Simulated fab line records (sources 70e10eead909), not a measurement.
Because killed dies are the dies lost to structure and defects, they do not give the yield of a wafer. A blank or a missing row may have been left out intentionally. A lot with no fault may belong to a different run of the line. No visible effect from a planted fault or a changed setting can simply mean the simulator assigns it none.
Matching of chambers	flow nand_harc	NHARC_THIN_TSV_DEP_43 on pecvd-04 has 3 sister chambers
The step deposits SiO2, target thk 1328.5 nm. 16 wafers are shown with their chamber, then 8 later ones without.

## WAFERS PAIRED WITH THEIR CHAMBERS
wafer	chamber	throttle_valve_pct (%)	rf_fwd_power_W (W)
L607.2	1	15.8	898.0
L607.3	0	16.4	896.2
L607.5	1	16.1	897.0
L609.4	1	16.0	898.7
L609.5	2	15.5	901.3
L609.6	0	16.4	899.2
L610.1	2	15.7	899.8
L610.4	0	16.4	901.0
L610.6	1	16.1	897.1
L612.1	2	15.7	901.4
L612.3	0	16.5	897.8
L612.6	0	16.3	900.1
L615.3	2	15.3	900.3
L615.5	2	15.5	895.5
L615.6	0	16.5	896.4
L625.1	0	16.6	892.7

SIGNATURES (averages over the wafers above)
reading	chamber 0	chamber 1	chamber 2	scatter within a chamber
throttle_valve_pct	16.443	16.000	15.540	0.133
rf_fwd_power_W	897.629	897.700	899.660	2.37
Rule: distance of a wafer from a chamber = root of the sum over the readings of ((wafer's reading minus chamber's mean) / reading's scatter) squared. The wafer belongs to the nearest chamber; if the next one is less than 2 further off, it can't be placed. The scatter is the square root of a quotient: the sum, over the shown wafers, of each reading's squared deviation from its chamber's mean, divided by wafers minus chambers.

## WAFERS WITH NO CHAMBER GIVEN
wafer	throttle_valve_pct (%)	rf_fwd_power_W (W)
L625.2	16.1	899.0
L625.5	16.4	894.7
L627.2	15.6	902.0
L627.3	16.6	902.0
L627.4	15.6	895.5
L628.1	15.8	898.4
L628.2	16.1	899.7
L628.4	15.6	895.3

## CHAMBER TAKEN BY EACH
wafer	from the rows above	in truth
L625.2	can't be placed: 1 or 0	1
L625.5	can't be placed: 0 or 1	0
L627.2	2	2
L627.3	0	0
L627.4	can't be placed: 2 or 1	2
L628.1	can't be placed: 1 or 2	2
L628.2	can't be placed: 1 or 0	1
L628.4	can't be placed: 2 or 1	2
Placed correctly: 2 of 8. These rows do not allow placing 6 (true chamber among the candidates in 6). Placed wrongly: 0.
